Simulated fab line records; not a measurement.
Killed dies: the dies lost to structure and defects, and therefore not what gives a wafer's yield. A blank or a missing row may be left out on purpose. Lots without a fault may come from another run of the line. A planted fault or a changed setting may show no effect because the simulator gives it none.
What tool caused it?	flow nandHarc	36 wafers from 12 lots sampled at 5 of the route's 1302 steps

== WHAT THE GAUGES SHOWED, per wafer ==
NHARC_END_SORT_01. Usual: killedAtArray 62, standard deviation 18; killedAtOther 0.9, standard deviation 1.2; killedAtPeriphery 4.2, standard deviation 2.9; killedDies 67, standard deviation 17; killedOpen 3.6, standard deviation 1.9; killedShort 2.5, standard deviation 1.6.
lot	measured	on	killedAtArray	killedAtOther	killedAtPeriphery	killedDies	killedOpen	killedShort	flag
L233	day 26 09:37	prober-01	670 88 64	1 0 0	2 0 0	673 88 64	3 5 4	3 1 3	OFF
L234	day 27 00:48	prober-02	664 676 89	0 0 0	4 1 4	668 677 93	2 3 6	2 0 4	OFF

== WHAT TOOL EACH LOT RAN ON (gives the tool, then ch and the chambers of the sampled wafers, and finally the start) ==
lot	NHARC_A_STAIRCASE_DESCUM_11	NHARC_A_STAIRCASE_ETCH_19	NHARC_A_STAIRCASE_TRIM_22	NHARC_A_STAIRCASE_ETCH_27
L227	rieDiel-08 ch 1,3, day 14 18:34	rieDiel-08 ch 0,1,3, day 14 20:47 or earlier	rieDiel-08 ch 2,3, day 14 20:47 or earlier	rieDiel-08 ch 1,3, day 14 20:47
L231	rieDiel-08 ch 0,2,3, day 16 05:34	rieDiel-08 ch 0,2,3, day 16 08:05 or earlier	rieDiel-01 ch 1,2, day 16 08:05 or earlier	rieDiel-01 ch 0,2,3, day 16 08:05
L232	rieDiel-01 ch 0,2,3, day 16 15:47	rieDiel-01 ch 1,2, day 16 18:14 or earlier	rieDiel-07 ch 1,2,3, day 16 18:14 or earlier	rieDiel-07 ch 2,3, day 16 18:14
L230	rieDiel-01 ch 0,2,3, day 17 01:56	rieDiel-01 ch 0,2, day 17 03:57 or earlier	rieDiel-01 ch 1,2, day 17 03:57 or earlier	rieDiel-01 ch 0,2,3, day 17 03:57
L233	rieDiel-08 ch 0,1,2, day 17 02:21	rieDiel-08 ch 2,3, day 17 04:56 or earlier	rieDiel-01 ch 0,2, day 17 04:56 or earlier	rieDiel-01 ch 1,2, day 17 04:56
L234	rieDiel-08 ch 0,1, day 18 11:07	rieDiel-08 ch 0,2,3, day 18 13:07 or earlier	rieDiel-01 ch 0,3, day 18 13:07 or earlier	rieDiel-01 ch 0,2, day 18 13:07
L238	rieDiel-08 ch 0,1,2, day 19 04:33	rieDiel-08 ch 1,2,3, day 19 06:58 or earlier	rieDiel-08 ch 1,2, day 19 06:58 or earlier	rieDiel-08 ch 1,2, day 19 06:58
L245	rieDiel-08 ch 2,3, day 21 18:19	rieDiel-08 ch 0,1, day 21 22:34 or earlier	rieDiel-08 ch 0,3, day 21 22:34 or earlier	rieDiel-08 ch 0,2,3, day 21 22:34
L244	rieDiel-07 ch 1,2, day 21 18:29	rieDiel-07 ch 1,2, day 21 23:13 or earlier	rieDiel-01 ch 0,2,3, day 21 23:13 or earlier	rieDiel-01 ch 1,2, day 21 23:13
L247	rieDiel-01 ch 2,3, day 22 22:59	rieDiel-01 ch 0,1,3, day 23 03:55 or earlier	rieDiel-01 ch 0,1, day 23 03:55 or earlier	rieDiel-01 ch 0,1, day 23 03:55
L249	rieDiel-07 ch 1,2,3, day 23 18:02	rieDiel-07 ch 0,2,3, day 23 20:14 or earlier	rieDiel-08 ch 0,2,3, day 23 20:14 or earlier	rieDiel-08 ch 0,1,3, day 23 20:14
L250	rieDiel-08 ch 1,2,3, day 24 05:40	rieDiel-08 ch 1,2,3, day 24 07:39 or earlier	rieDiel-01 ch 0,2,3, day 24 07:39 or earlier	rieDiel-01 ch 1,2,3, day 24 07:39
- NHARC_A_STAIRCASE_DESCUM_11: chemistry O2, time 3 s.
- NHARC_A_STAIRCASE_ETCH_19: etches the open film in C4F8/O2, target depth 100 nm, time 40.5 s.
- NHARC_A_STAIRCASE_TRIM_22: chemistry O2, time 211.2 s.
- NHARC_A_STAIRCASE_ETCH_27: etches the open film in C4F8/O2, target depth 100 nm, time 40.5 s.

== AS READ BY THE TOOLS THEMSELVES (means over the sampled wafers that have a number; for cases with no such wafer, the mark the record gives instead) ==
NHARC_A_STAIRCASE_DESCUM_11. Usual: drypumpMotorCurrentA 5.6 A, standard deviation 0.46; oesProductAu 1.002 a.u., standard deviation 0.0088; rfVppV 57.7 V, standard deviation 0.86; showerheadPlenumPTorr 1.89 Torr, standard deviation 0.08; throttleValvePct 11.313 %, standard deviation 0.0085.
lot	tool	drypumpMotorCurrentA (A)	oesProductAu (a.u.)	rfVppV (V)	showerheadPlenumPTorr (Torr)	throttleValvePct (%)	flag
L227	rieDiel-08	5.7	1.010	57.3	1.85	11.312	
L231	rieDiel-08	5.6	1.005	57.0	1.87	11.306	
L232	rieDiel-01	5.4	0.998	57.5	1.96	11.310	
L230	rieDiel-01	5.5	0.997	57.6	1.96	11.311	
L233	rieDiel-08	5.5	1.005	58.6	1.87	11.317	
L234	rieDiel-08	5.4	0.999	57.3	1.89	11.316	
L238	rieDiel-08	5.6	0.996	58.2	1.87	11.315	
L245	rieDiel-08	6.0	1.004	56.8	1.81	11.316	
L244	rieDiel-07	5.8	1.011	58.6	2.02	11.321	
L247	rieDiel-01	5.6	1.006	57.7	1.98	11.311	
L249	rieDiel-07	5.5	0.998	58.6	1.94	11.325	
L250	rieDiel-08	5.8	0.999	57.3	1.82	11.317	

NHARC_A_STAIRCASE_ETCH_19. Usual: oesProductAu 0.944 a.u., standard deviation 0.011; rfVppV 894 V, standard deviation 5.2; runLengthS 61.9 s, standard deviation 0.52.
lot	tool	oesProductAu (a.u.)	rfVppV (V)	runLengthS (s)	flag
L227	rieDiel-08	0.949	895	61.8	
L231	rieDiel-08	0.943	893	62.1	
L232	rieDiel-01	0.944	897	62.1	
L230	rieDiel-01	0.953	900	62.4	
L233	rieDiel-08	0.951	890	62.4	
L234	rieDiel-08	0.948	893	62.0	
L238	rieDiel-08	0.956	891	62.2	
L245	rieDiel-08	0.933	893	62.2	
L244	rieDiel-07	0.945	903	61.2	
L247	rieDiel-01	0.952	893	61.6	
L249	rieDiel-07	0.936	896	61.5	
L250	rieDiel-08	0.949	890	62.2	

NHARC_A_STAIRCASE_TRIM_22. Usual: drypumpMotorCurrentA 5.5 A, standard deviation 0.47; oesProductAu 1.003 a.u., standard deviation 0.01; rfVppV 57.8 V, standard deviation 0.97; showerheadPlenumPTorr 3.52 Torr, standard deviation 0.15; throttleValvePct 17.035 %, standard deviation 0.0086.
lot	tool	drypumpMotorCurrentA (A)	oesProductAu (a.u.)	rfVppV (V)	showerheadPlenumPTorr (Torr)	throttleValvePct (%)	flag
L227	rieDiel-08	5.9	1.008	57.7	3.40	17.028	
L231	rieDiel-01	5.8	1.010	57.7	3.44	17.039	
L232	rieDiel-07	5.5	1.016	57.0	3.61	17.033	
L230	rieDiel-01	5.9	1.000	58.5	3.57	17.028	
L233	rieDiel-01	5.2	0.996	57.6	3.55	17.036	
L234	rieDiel-01	5.4	1.003	58.1	3.58	17.041	
L238	rieDiel-08	5.8	0.999	57.4	3.40	17.034	
L245	rieDiel-08	5.5	1.012	57.5	3.44	17.037	
L244	rieDiel-01	5.5	1.004	57.7	3.58	17.036	
L247	rieDiel-01	5.2	1.002	56.8	3.38	17.035	
L249	rieDiel-08	5.6	0.999	57.5	3.42	17.031	
L250	rieDiel-01	5.5	1.010	58.1	3.57	17.039	

NHARC_A_STAIRCASE_ETCH_27. Usual: oesProductAu 0.945 a.u., standard deviation 0.012; rfVppV 895 V, standard deviation 5.5; runLengthS 61.8 s, standard deviation 0.54.
lot	tool	oesProductAu (a.u.)	rfVppV (V)	runLengthS (s)	flag
L227	rieDiel-08	0.948	893	61.9	
L231	rieDiel-01	0.955	898	61.9	
L232	rieDiel-07	0.965	894	61.6	
L230	rieDiel-01	0.944	899	62.4	
L233	rieDiel-01	0.940	897	66.2	OFF
L234	rieDiel-01	0.949	899	70.6	OFF
L238	rieDiel-08	0.941	891	62.4	
L245	rieDiel-08	0.939	892	62.1	
L244	rieDiel-01	0.951	897	62.2	
L247	rieDiel-01	0.939	890	61.4	
L249	rieDiel-08	0.947	893	61.9	
L250	rieDiel-01	0.950	902	61.9	

== THE ANSWER, worked out from the rows above alone ==
Rule: take the mean of a lot's wafers that have a number; if it is more than 3 standard deviations from the usual mean, the lot is off. Also off: a lot with no number at a reading for which 4 or more lots have one. The other lots that the step has rows for count as sound. Order of review: gauges by route order, followed by the tools' own readings, for which a lot's mean as printed above is used. At the first step where some lot is off, the reading lying furthest off is the one used; lots without a number count as furthest.
Off: L233, L234 (NHARC_END_SORT_01, killedDies). Neither off nor sound, because the step has no rows for them: L227, L231, L232, L230, L238, L245, L244, L247, L249, L250.
A tool fits if, at a process step before that reading, it ran every lot that is off, and no sound lot after the first of them. The gauges at NHARC_END_SORT_01 aren't tried: what is off there is off at NHARC_A_STAIRCASE_ETCH_27 too, on other tools, and a gauge's error can't cause that. NHARC_A_STAIRCASE_ETCH_19 gives no start for some lots, so the hours and the order of its lots are those of NHARC_A_STAIRCASE_ETCH_27. NHARC_A_STAIRCASE_TRIM_22 gives no start for some lots, so the hours and the order of its lots are those of NHARC_A_STAIRCASE_ETCH_27. Can't be told from this: 2 tools fit, rieDiel-08 at NHARC_A_STAIRCASE_DESCUM_11 and NHARC_A_STAIRCASE_ETCH_19, rieDiel-01 at NHARC_A_STAIRCASE_TRIM_22 and NHARC_A_STAIRCASE_ETCH_27.

== WHAT THE SIMULATOR HAD PUT IN ==
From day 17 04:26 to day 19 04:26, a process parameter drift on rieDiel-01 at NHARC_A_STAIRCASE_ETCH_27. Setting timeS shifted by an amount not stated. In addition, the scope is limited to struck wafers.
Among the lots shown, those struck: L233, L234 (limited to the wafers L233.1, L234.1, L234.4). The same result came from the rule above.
